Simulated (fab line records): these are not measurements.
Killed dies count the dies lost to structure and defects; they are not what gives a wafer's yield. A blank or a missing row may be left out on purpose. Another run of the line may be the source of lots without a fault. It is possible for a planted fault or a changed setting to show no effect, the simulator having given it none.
Split-lot study / flow n5_finfet / 7 lots, 21 wafers read, on a route of 1938 steps

THE SPLIT ITSELF
At N5_BEOL_M10_TRENCH_ETCH_37 (etches SiCOH lowk in C4F6/O2, target depth 148.83 nm, time 48 s), the setting time_s was moved away from the recipe's 48 s on 6 of the 21 wafers read, by -11.9% to +21.5%. This setting was run at the recipe's value on the other wafers.

FROM THE SPLIT TO THE READING: what the file shows between them, 11 steps
- N5_BEOL_M10_ETCH_41: etches SiCN in CH3F/O2, target depth 42.6 nm, time 86 s
- N5_BEOL_M10_STRIP_77: strips in N2/H2, time 10 s
- N5_BEOL_M10_OCD_MEAS_38
- N5_BEOL_M10_HM_STRIP_39: strips TiN in peroxide tin strip, target depth 25 nm, time 158 s
- N5_BEOL_M10_SRD_40: time 30 s
- N5_BEOL_M10_ECD_50: material Cu, target thk 318 nm
- N5_BEOL_M10_ANNEAL_51: time 90 s
- N5_BEOL_M10_CMP_52: polishes, stops on SiCOH lowk, t overpolish 7 s, target thk 140 nm
- N5_BEOL_M10_THK_MEAS_53: measures by xrf
- N5_BEOL_M10_PRE_CLEAN_55: time 15 s
- N5_BEOL_M10_DEP_56: deposits SiCN from 3MS/NH3, target thk 15 nm, time 26.5 s

THE READING
M10_RS (ohm/sq), read at N5_BEOL_M10_RS_MEAS_57 with a four-point probe. Typical for fault-free wafers on this fab line: 0.152 ohm/sq, with standard deviation 0.0046 ohm/sq.

wafer=L079.1; tool, chamber at the split=rie_diel-05, 1; time_s as run, s=48; against the recipe=recipe; M10_RS, ohm/sq=0.152; against lot-mates on the recipe=-
wafer=L079.3; tool, chamber at the split=rie_diel-05, 2; time_s as run, s=48; against the recipe=recipe; M10_RS, ohm/sq=0.146; against lot-mates on the recipe=-
wafer=L079.5; tool, chamber at the split=rie_diel-05, 2; time_s as run, s=42.27; against the recipe=-11.9%; M10_RS, ohm/sq=0.171; against lot-mates on the recipe=+0.022
wafer=L082.1; tool, chamber at the split=rie_diel-03, 0; time_s as run, s=48; against the recipe=recipe; M10_RS, ohm/sq=0.151; against lot-mates on the recipe=-
wafer=L082.2; tool, chamber at the split=rie_diel-03, 1; time_s as run, s=58.33; against the recipe=+21.5%; M10_RS, ohm/sq=0.118; against lot-mates on the recipe=-0.033
wafer=L082.4; tool, chamber at the split=rie_diel-03, 3; time_s as run, s=58.33; against the recipe=+21.5%; M10_RS, ohm/sq=0.126; against lot-mates on the recipe=-0.025
wafer=L083.1; tool, chamber at the split=rie_diel-06, 1; time_s as run, s=48; against the recipe=recipe; M10_RS, ohm/sq=0.157; against lot-mates on the recipe=-
wafer=L083.3; tool, chamber at the split=rie_diel-06, 3; time_s as run, s=48; against the recipe=recipe; M10_RS, ohm/sq=0.158; against lot-mates on the recipe=-
wafer=L083.6; tool, chamber at the split=rie_diel-06, 0; time_s as run, s=48; against the recipe=recipe; M10_RS, ohm/sq=0.148; against lot-mates on the recipe=-
wafer=L089.3; tool, chamber at the split=rie_diel-05, 3; time_s as run, s=48; against the recipe=recipe; M10_RS, ohm/sq=0.158; against lot-mates on the recipe=-
wafer=L089.5; tool, chamber at the split=rie_diel-05, 3; time_s as run, s=48; against the recipe=recipe; M10_RS, ohm/sq=0.157; against lot-mates on the recipe=-
wafer=L089.6; tool, chamber at the split=rie_diel-05, 2; time_s as run, s=48; against the recipe=recipe; M10_RS, ohm/sq=0.148; against lot-mates on the recipe=-
wafer=L090.2; tool, chamber at the split=rie_diel-06, 0; time_s as run, s=48; against the recipe=recipe; M10_RS, ohm/sq=0.151; against lot-mates on the recipe=-
wafer=L090.3; tool, chamber at the split=rie_diel-06, 1; time_s as run, s=48; against the recipe=recipe; M10_RS, ohm/sq=0.158; against lot-mates on the recipe=-
wafer=L090.4; tool, chamber at the split=rie_diel-06, 3; time_s as run, s=57.84; against the recipe=+20.5%; M10_RS, ohm/sq=0.121; against lot-mates on the recipe=-0.034
wafer=L094.2; tool, chamber at the split=rie_diel-05, 2; time_s as run, s=48; against the recipe=recipe; M10_RS, ohm/sq=0.154; against lot-mates on the recipe=-
wafer=L094.3; tool, chamber at the split=rie_diel-05, 1; time_s as run, s=48; against the recipe=recipe; M10_RS, ohm/sq=0.153; against lot-mates on the recipe=-
wafer=L094.5; tool, chamber at the split=rie_diel-05, 0; time_s as run, s=48; against the recipe=recipe; M10_RS, ohm/sq=0.154; against lot-mates on the recipe=-
wafer=L095.1; tool, chamber at the split=rie_diel-06, 1; time_s as run, s=48; against the recipe=recipe; M10_RS, ohm/sq=0.156; against lot-mates on the recipe=-
wafer=L095.3; tool, chamber at the split=rie_diel-06, 2; time_s as run, s=57.43; against the recipe=+19.6%; M10_RS, ohm/sq=0.123; against lot-mates on the recipe=-0.033
wafer=L095.4; tool, chamber at the split=rie_diel-06, 0; time_s as run, s=57.43; against the recipe=+19.6%; M10_RS, ohm/sq=0.116; against lot-mates on the recipe=-0.040

THE FIT
A straight line over all 21 wafers: M10_RS changes by -0.00157 ohm/sq for each +1% of time_s; r = -0.97; the points scatter about the line by 0.004 ohm/sq.
The same after taking each lot's own level away (the mean of its wafers on the recipe; 21 wafers): -0.00161 ohm/sq for each +1%; r = -0.97; scatter 0.0042 ohm/sq.
Per that fit: largest time_s move, reading shift of 0.035 ohm/sq.
Measured against the standard deviation above, the lots' own levels, which go from 0.1490 to 0.1560 ohm/sq, span 1.5 times it.
So the lot-to-lot level changes the slope little: the two slopes agree.
Check: with one of the wafers moved furthest among these (+21.5%) left out of the fit, the line predicts -0.0349 ohm/sq for it against its lot-mates. Against them it came out at -0.033 ohm/sq.

THESE WAFERS: OTHER SPLITS
Other splits were also applied to these wafers ahead of the reading. Each is held against what the fit with the lots' levels taken away leaves over:
other split on the same wafers=N5_BEOL_M9_TRENCH_ETCH_37 time_s; wafers away from the commonest value=7; r with M10_RS (lot level and that fit taken away)=+0.06
other split on the same wafers=N5_BEOL_M9_HM_STRIP_39 time_s; wafers away from the commonest value=9; r with M10_RS (lot level and that fit taken away)=+0.15

THE WHOLE CHAIN: every reading that the file lists as answering this split, in the file's order
step=N5_BEOL_M10_TRENCH_ETCH_37; what it does=etches SiCOH lowk in C4F6/O2, target depth 148.83 nm, time 48 s; reading=etch.depth_nm (the simulator's own value, which no gauge read); change (the file's fit)=+1.58 nm for each +1% of the setting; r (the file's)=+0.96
step=N5_BEOL_M10_TRENCH_ETCH_37; what it does=etches SiCOH lowk in C4F6/O2, target depth 148.83 nm, time 48 s; reading=BEOL_M10.feature_depth_nm (the simulator's own value, which no gauge read); change (the file's fit)=+1.58 nm for each +1% of the setting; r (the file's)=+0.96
step=N5_BEOL_M10_OCD_MEAS_38; what it does=; reading=trench_depth_nm; change (the file's fit)=+1.57 nm for each +1% of the setting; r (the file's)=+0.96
step=N5_BEOL_M10_CMP_52; what it does=polishes, stops on SiCOH lowk, t overpolish 7 s, target thk 140 nm; reading=Cu_of_BEOL_M10_ECD_50.thk_nm (the simulator's own value, which no gauge read); change (the file's fit)=+1.63 nm for each +1% of the setting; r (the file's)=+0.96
step=N5_BEOL_M10_THK_MEAS_53; what it does=measures by xrf; reading=M10_THK; change (the file's fit)=+1.68 for each +1% of the setting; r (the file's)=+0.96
step=N5_BEOL_M10_RS_MEAS_57; what it does=measures by four-point-probe; reading=M10_RS; change (the file's fit)=-0.00163 for each +1% of the setting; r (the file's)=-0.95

THE FILE'S OWN FIT
M10_RS changes by -0.00163 ohm/sq for each +1% of time_s, r = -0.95.
